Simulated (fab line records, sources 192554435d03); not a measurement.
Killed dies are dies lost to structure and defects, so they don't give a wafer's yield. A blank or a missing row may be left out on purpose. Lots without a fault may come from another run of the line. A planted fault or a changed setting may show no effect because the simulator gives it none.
Which tool did it? | flow n5_finfet | 10 lots, 30 wafers sampled, at 4 steps of a route of 1938

WHAT THE GAUGES READ, wafer by wafer
N5_SDB_THK_MEAS_31. Usual: SDB_THK 64.4 nm, standard deviation 1.2.
lot  | measured    | on            | SDB_THK (nm)   | flag
L336 | day 4 10:08 | film_metro-02 | 65.7 65.1 64.4 |
L339 | day 5 02:51 | film_metro-01 | 65.2 64.6 63.4 |
L346 | day 7 01:28 | film_metro-02 | 66.5 66.0 66.0 |
L347 | day 7 06:52 | film_metro-01 | 63.3 62.6 63.3 |
L348 | day 7 08:57 | film_metro-01 | 62.9 63.2 64.4 |
L350 | day 7 20:01 | film_metro-01 | 63.2 64.0 63.4 |
L351 | day 8 02:47 | film_metro-02 | 65.7 64.6 66.7 |
L354 | day 8 19:41 | film_metro-01 | 65.3 64.3 63.0 |
L356 | day 9 09:47 | film_metro-01 | 65.4 65.2 63.9 |
L357 | day 9 15:38 | film_metro-01 | 64.2 63.4 65.0 |

WHICH TOOL RAN EACH LOT (tool, then ch and the chambers of the sampled wafers, then the start)
lot  | N5_SPACER0_ALD_07                | N5_SDB_HM_OPEN_20                 | N5_SDB_ETCH_25
L336 | ald_sin-01 ch 0,3, day 3 11:44   | rie_diel-06 ch 1,2,3, day 4 06:32 | rie_diel-03 ch 0,2, day 4 06:50
L339 | ald_sin-01 ch 0,3, day 4 06:17   | rie_diel-03 ch 1,3, day 4 23:16   | rie_diel-03 ch 2,3, day 4 23:34
L346 | ald_sin-04 ch 1,2,3, day 6 03:26 | rie_diel-02 ch 0,1,2, day 6 21:50 | rie_diel-06 ch 0,1, day 6 22:10
L347 | ald_sin-04 ch 0,1, day 6 10:05   | rie_diel-06 ch 0,1, day 7 03:17   | rie_diel-06 ch 0,2, day 7 03:35
L348 | ald_sin-04 ch 2,3, day 6 11:25   | rie_diel-02 ch 2,3, day 7 04:59   | rie_diel-06 ch 1,2, day 7 05:40
L350 | ald_sin-04 ch 0,2,3, day 6 23:24 | rie_diel-06 ch 1,2,3, day 7 16:22 | rie_diel-02 ch 1,3, day 7 16:40
L351 | ald_sin-04 ch 0,2, day 7 04:30   | rie_diel-02 ch 0,1, day 7 22:47   | rie_diel-06 ch 0,1,3, day 7 23:13
L354 | ald_sin-01 ch 1,2,3, day 7 22:05 | rie_diel-06 ch 0,1,3, day 8 15:10 | rie_diel-02 ch 0,1,3, day 8 15:50
L356 | ald_sin-03 ch 2,3, day 8 10:18   | rie_diel-02 ch 0,1,3, day 9 06:03 | rie_diel-03 ch 0,2,3, day 9 06:25
L357 | ald_sin-01 ch 0,2,3, day 8 17:56 | rie_diel-06 ch 1,2,3, day 9 12:02 | rie_diel-06 ch 1,2,3, day 9 12:20
- N5_SPACER0_ALD_07: deposits SiNx, target thk 2 nm.
- N5_SDB_HM_OPEN_20: chemistry CH3F/O2, target SiNx, stops on poly-Si, target depth 24 nm.
- N5_SDB_ETCH_25: etches SiO2 in C4F6/O2, target depth 10 nm, time 3.3 s.

WHAT THE TOOLS THEMSELVES READ (means of the sampled wafers that have a number; where no wafer has one, the mark that the record gives instead)
N5_SPACER0_ALD_07. Usual: heater_power_outer_w 514 W, standard deviation 76; heater_power_w 836 W, standard deviation 96.
lot  | tool       | heater_power_outer_w (W) | heater_power_w (W) | flag
L336 | ald_sin-01 | 508                      | 880                |
L339 | ald_sin-01 | 508                      | 883                |
L346 | ald_sin-04 | 587                      | 884                |
L347 | ald_sin-04 | 523                      | 854                |
L348 | ald_sin-04 | 548                      | 846                |
L350 | ald_sin-04 | 552                      | 865                |
L351 | ald_sin-04 | 592                      | 914                |
L354 | ald_sin-01 | 507                      | 842                |
L356 | ald_sin-03 | 461                      | 771                |
L357 | ald_sin-01 | 495                      | 809                |

N5_SDB_HM_OPEN_20. Usual: bias_w 72.98 W, standard deviation 0.2; drypump_motor_current_A 5.6 A, standard deviation 0.31; oes_ar_750_au 0.75 a.u., standard deviation 0.049; oes_product_au 0.61 a.u., standard deviation 0.04; rf_vpp_V 297 V, standard deviation 6.1; showerhead_plenum_p_Torr 2.00 Torr, standard deviation 0.068; throttle_valve_pct 16.41 %, standard deviation 0.23.
lot  | tool        | bias_w (W) | drypump_motor_current_A (A) | oes_ar_750_au (a.u.) | oes_product_au (a.u.) | rf_vpp_V (V) | showerhead_plenum_p_Torr (Torr) | throttle_valve_pct (%) | flag
L336 | rie_diel-06 | 73.07      | 5.6                         | 0.75                 | 0.61                  | 298          | 1.94                            | 16.43                  |
L339 | rie_diel-03 | 73.03      | 5.5                         | 0.79                 | 0.66                  | 292          | 2.08                            | 16.20                  |
L346 | rie_diel-02 | 73.13      | 5.6                         | 0.72                 | 0.59                  | 299          | 2.01                            | 16.38                  |
L347 | rie_diel-06 | 72.70      | 5.7                         | 0.75                 | 0.61                  | 299          | 2.05                            | 16.52                  |
L348 | rie_diel-02 | 73.04      | 5.5                         | 0.73                 | 0.59                  | 297          | 1.98                            | 16.48                  |
L350 | rie_diel-06 | 73.05      | 5.7                         | 0.72                 | 0.59                  | 298          | 1.93                            | 16.49                  |
L351 | rie_diel-02 | 73.15      | 5.8                         | 0.71                 | 0.59                  | 301          | 2.03                            | 16.46                  |
L354 | rie_diel-06 | 73.05      | 5.5                         | 0.73                 | 0.60                  | 299          | 1.99                            | 16.44                  |
L356 | rie_diel-02 | 72.96      | 5.7                         | 0.71                 | 0.59                  | 298          | 2.00                            | 16.57                  |
L357 | rie_diel-06 | 72.86      | 5.6                         | 0.80                 | 0.66                  | 299          | 2.01                            | 16.33                  |

N5_SDB_ETCH_25. Usual: bias_w 185.1 W, standard deviation 0.54; drypump_motor_current_A 5.7 A, standard deviation 0.32; oes_ar_750_au 0.76 a.u., standard deviation 0.059; oes_product_au 0.76 a.u., standard deviation 0.059; rf_vpp_V 662 V, standard deviation 14; showerhead_plenum_p_Torr 2.85 Torr, standard deviation 0.098; throttle_valve_pct 21.17 %, standard deviation 0.23.
lot  | tool        | bias_w (W) | drypump_motor_current_A (A) | oes_ar_750_au (a.u.) | oes_product_au (a.u.) | rf_vpp_V (V) | showerhead_plenum_p_Torr (Torr) | throttle_valve_pct (%) | flag
L336 | rie_diel-03 | 185.6      | 5.7                         | 0.78                 | 0.77                  | 657          | 2.78                            | 21.09                  |
L339 | rie_diel-03 | 185.2      | 6.0                         | 0.79                 | 0.78                  | 659          | 2.89                            | 20.97                  |
L346 | rie_diel-06 | 185.3      | 5.5                         | 0.75                 | 0.74                  | 682          | 2.88                            | 21.43                  |
L347 | rie_diel-06 | 185.0      | 6.0                         | 0.74                 | 0.73                  | 657          | 2.88                            | 21.36                  |
L348 | rie_diel-06 | 185.0      | 5.7                         | 0.73                 | 0.73                  | 678          | 2.80                            | 21.52                  |
L350 | rie_diel-02 | 184.7      | 5.8                         | 0.73                 | 0.74                  | 670          | 2.89                            | 21.42                  |
L351 | rie_diel-06 | 185.1      | 5.5                         | 0.74                 | 0.74                  | 668          | 2.83                            | 21.23                  |
L354 | rie_diel-02 | 185.3      | 5.7                         | 0.72                 | 0.71                  | 668          | 2.85                            | 21.34                  |
L356 | rie_diel-03 | 184.9      | 5.9                         | 0.78                 | 0.77                  | 660          | 2.84                            | 21.06                  |
L357 | rie_diel-06 | 185.5      | 5.6                         | 0.80                 | 0.80                  | 671          | 2.86                            | 21.16                  |

THE ANSWER, worked out from the rows above alone
Rule: a lot is off if the mean of its wafers that have a number lies more than 3 standard deviations from the usual mean. A lot without any number at a reading at which 4 lots or more have one is off too. The other lots that the step has rows for count as sound. The gauges are gone through in route order, then the tools' own readings, and for those a lot's mean is taken as printed above. The first step at which some lot is off is used, and at that step the reading that is off furthest; a lot without a number counts as furthest.
No lot is off at any reading shown: from this, nothing can be told.

WHAT THE SIMULATOR HAD PUT IN
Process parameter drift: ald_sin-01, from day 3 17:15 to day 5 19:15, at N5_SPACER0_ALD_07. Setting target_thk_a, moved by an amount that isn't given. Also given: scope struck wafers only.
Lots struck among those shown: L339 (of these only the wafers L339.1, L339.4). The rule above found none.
